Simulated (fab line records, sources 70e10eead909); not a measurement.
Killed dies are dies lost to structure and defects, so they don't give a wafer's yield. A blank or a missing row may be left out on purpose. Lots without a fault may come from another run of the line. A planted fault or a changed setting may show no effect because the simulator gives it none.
Which tool did it? | flow nand_harc | 13 lots, 39 wafers sampled, at 6 steps of a route of 1302

WHAT THE GAUGES READ, wafer by wafer
NHARC_P_M1_THK_MEAS_24: measures by xrf.
lot  | measured     | on            | thk_nm (nm)
L472 | day 6 06:13  | film_metro-02 | 156.4 158.8 159.4
L473 | day 6 20:04  | film_metro-02 | 155.8 158.0 155.4
L481 | day 10 04:37 | film_metro-01 | 157.6 159.2 156.8
L482 | day 10 10:32 | film_metro-02 | 156.4 157.6 157.8
L485 | day 11 22:13 | film_metro-02 | 157.0 154.5 158.4
L486 | day 12 16:48 | film_metro-01 | 156.4 158.6 155.8
L488 | day 13 02:46 | film_metro-02 | 156.1 155.5 158.6
L490 | day 13 20:08 | film_metro-01 | 158.3 161.7 158.1
L491 | day 14 08:58 | film_metro-01 | 161.3 159.2 157.0
L492 | day 14 19:11 | film_metro-02 | 158.1 157.6 159.6
L493 | day 14 20:46 | film_metro-01 | 160.5 159.3 160.1
L494 | day 15 09:59 | film_metro-02 | 156.0 156.3 158.7
L495 | day 15 17:49 | film_metro-01 | 157.6 160.3 158.7

NHARC_P_M2_CD_MEAS_09: target cd 170 nm.
lot  | measured     | on        | cd_nm (nm)
L472 | day 6 07:55  | cd_sem-02 | 171.0 170.0 170.2
L473 | day 6 21:36  | cd_sem-03 | 169.6 170.0 169.5
L481 | day 10 06:12 | cd_sem-02 | 178.4 178.8 178.1
L482 | day 10 12:05 | cd_sem-02 | 178.0 178.2 177.6
L485 | day 11 23:46 | cd_sem-03 | 170.7 170.8 170.4
L486 | day 12 18:21 | cd_sem-02 | 170.6 170.9 170.6
L488 | day 13 04:19 | cd_sem-02 | 172.1 170.7 170.9
L490 | day 13 21:32 | cd_sem-02 | 170.5 171.2 170.1
L491 | day 14 10:34 | cd_sem-01 | 170.8 170.6 170.2
L492 | day 14 20:46 | cd_sem-01 | 170.7 170.7 171.1
L493 | day 14 22:17 | cd_sem-02 | 169.8 170.5 169.8
L494 | day 15 11:23 | cd_sem-03 | 169.5 170.6 170.6
L495 | day 15 19:22 | cd_sem-02 | 169.9 169.6 169.5

NHARC_END_SORT_01.
lot  | measured     | on        | defect_limited_yield (%) | killed_at_array | killed_at_other | killed_at_periphery | killed_dies | killed_open | killed_short
L488 | day 32 23:24 | prober-02 | 89 88 88                 | 71 76 77        | 0 0 0           | 2 3 3               | 73 79 80    | 7 3 4       | 1 0 4

WHICH TOOL RAN EACH LOT (tool, then ch and the chambers of the sampled wafers, then the start)
lot  | NHARC_P_M1_PVD_21                       | NHARC_P_M1_CMP_23             | NHARC_P_M2_PEB_07
L472 | pvd_sputter-02, day 6 05:57 or earlier  | cmp-01 ch 0,1,3, day 6 05:57  | litho_track-04 ch 0, day 6 07:50
L473 | pvd_sputter-02, day 6 19:46 or earlier  | cmp-04 ch 0,1,3, day 6 19:46  | litho_track-06 ch 0, day 6 21:31
L481 | pvd_sputter-02, day 10 04:18 or earlier | cmp-01 ch 0,1,2, day 10 04:18 | litho_track-06 ch 0, day 10 06:07
L482 | pvd_sputter-03, day 10 10:16 or earlier | cmp-04 ch 0,1,2, day 10 10:16 | litho_track-06 ch 0, day 10 12:01
L485 | pvd_sputter-02, day 11 21:53 or earlier | cmp-02 ch 1,3, day 11 21:53   | litho_track-01 ch 0, day 11 23:41
L486 | pvd_sputter-02, day 12 16:31 or earlier | cmp-04 ch 0,3, day 12 16:31   | litho_track-01 ch 0, day 12 18:16
L488 | pvd_sputter-01, day 13 02:29 or earlier | cmp-01 ch 2,3, day 13 02:29   | litho_track-01 ch 0, day 13 04:14
L490 | pvd_sputter-02, day 13 19:49 or earlier | cmp-04 ch 0,1,2, day 13 19:49 | litho_track-01 ch 0, day 13 21:27
L491 | pvd_sputter-03, day 14 08:40 or earlier | cmp-01 ch 0,1,3, day 14 08:40 | litho_track-06 ch 0, day 14 10:29
L492 | pvd_sputter-02, day 14 18:53 or earlier | cmp-02 ch 0,2, day 14 18:53   | litho_track-06 ch 0, day 14 20:41
L493 | pvd_sputter-01, day 14 20:30 or earlier | cmp-01 ch 0,2,3, day 14 20:30 | litho_track-06 ch 0, day 14 22:13
L494 | pvd_sputter-02, day 15 09:40 or earlier | cmp-01 ch 1,2,3, day 15 09:40 | litho_track-01 ch 0, day 15 11:19
L495 | pvd_sputter-01, day 15 17:34 or earlier | cmp-01 ch 0,1,3, day 15 17:34 | litho_track-01 ch 0, day 15 19:17
- NHARC_P_M1_PVD_21: deposits Cu, target thk 30 nm, time 20.49 s.
- NHARC_P_M1_CMP_23: polishes, t overpolish 20 s, target thk 157.82 nm.
- NHARC_P_M2_PEB_07: peb time 65 s.

WHAT THE TOOLS THEMSELVES READ (means of the sampled wafers that have a number; where no wafer has one, the mark that the record gives instead)
NHARC_P_M1_PVD_21.
lot  | tool           | throttle_valve_pct (%)
L472 | pvd_sputter-02 | 28.9
L473 | pvd_sputter-02 | 29.5
L481 | pvd_sputter-02 | 29.4
L482 | pvd_sputter-03 | 30.6
L485 | pvd_sputter-02 | 30.3
L486 | pvd_sputter-02 | 29.3
L488 | pvd_sputter-01 | 29.9
L490 | pvd_sputter-02 | 29.2
L491 | pvd_sputter-03 | 29.9
L492 | pvd_sputter-02 | 29.9
L493 | pvd_sputter-01 | 30.2
L494 | pvd_sputter-02 | 29.8
L495 | pvd_sputter-01 | 30.4

NHARC_P_M1_CMP_23.
lot  | tool   | motor_current_A (A) | time_to_endpoint_s (s)
L472 | cmp-01 | 13.7                | 32.6
L473 | cmp-04 | 12.0                | 27.1
L481 | cmp-01 | 12.1                | 27.3
L482 | cmp-04 | 12.5                | 25.4
L485 | cmp-02 | 12.0                | 29.1
L486 | cmp-04 | 11.2                | 29.2
L488 | cmp-01 | 13.2                | 26.6
L490 | cmp-04 | 12.5                | 26.6
L491 | cmp-01 | 14.1                | 31.4
L492 | cmp-02 | 13.2                | 32.1
L493 | cmp-01 | 12.8                | 27.6
L494 | cmp-01 | 12.4                | 30.6
L495 | cmp-01 | 13.4                | 31.1

NHARC_P_M2_PEB_07.
lot  | tool           | heater_power_total_W (W) | plate_temp_C (C)
L472 | litho_track-04 | 156.8                    | 100.01
L473 | litho_track-06 | 156.4                    | 100.02
L481 | litho_track-06 | 161.7                    | 102.51
L482 | litho_track-06 | 161.7                    | 102.55
L485 | litho_track-01 | 156.5                    | 100.03
L486 | litho_track-01 | 156.6                    | 100.13
L488 | litho_track-01 | 156.6                    | 100.08
L490 | litho_track-01 | 157.1                    | 99.92
L491 | litho_track-06 | 156.6                    | 100.18
L492 | litho_track-06 | 156.8                    | 100.01
L493 | litho_track-06 | 156.8                    | 99.89
L494 | litho_track-01 | 157.0                    | 100.09
L495 | litho_track-01 | 156.6                    | 99.99

THE ANSWER, worked out from the rows above alone
Rule: what is usual is taken from the lots themselves. Put in order of their means at a reading, lots are off if they are a third of the lots or fewer, leave a main group of 4 or more, and stand apart from it by a gap of 3 or more times the standard deviation of the main group's means; of several such gaps the widest counts. A main group whose means are all the same, to the digits that the tables above print for the reading, isn't used. A lot without any number at a reading at which 4 lots or more have one is off too. The other lots that the step has rows for count as sound. The gauges are gone through in route order, then the tools' own readings, and for those a lot's mean is taken as printed above. The first step at which some lot is off is used, and at that step the reading that is off furthest; a lot without a number counts as furthest.
Off: L481, L482, at NHARC_P_M2_CD_MEAS_09 (cd_nm). The main group: mean 170.4 nm, standard deviation 0.45.
A tool fits if, at a process step before that reading, it ran every lot that is off, and no sound lot after the first of them. The gauges at NHARC_P_M2_CD_MEAS_09 aren't tried: what is off there is off at NHARC_P_M2_PEB_07 too, on other tools, and a gauge's error can't cause that. NHARC_P_M1_PVD_21 gives no start for some lots, so the hours and the order of its lots are those of NHARC_P_M1_CMP_23. None of those tried fits.

WHAT THE SIMULATOR HAD PUT IN
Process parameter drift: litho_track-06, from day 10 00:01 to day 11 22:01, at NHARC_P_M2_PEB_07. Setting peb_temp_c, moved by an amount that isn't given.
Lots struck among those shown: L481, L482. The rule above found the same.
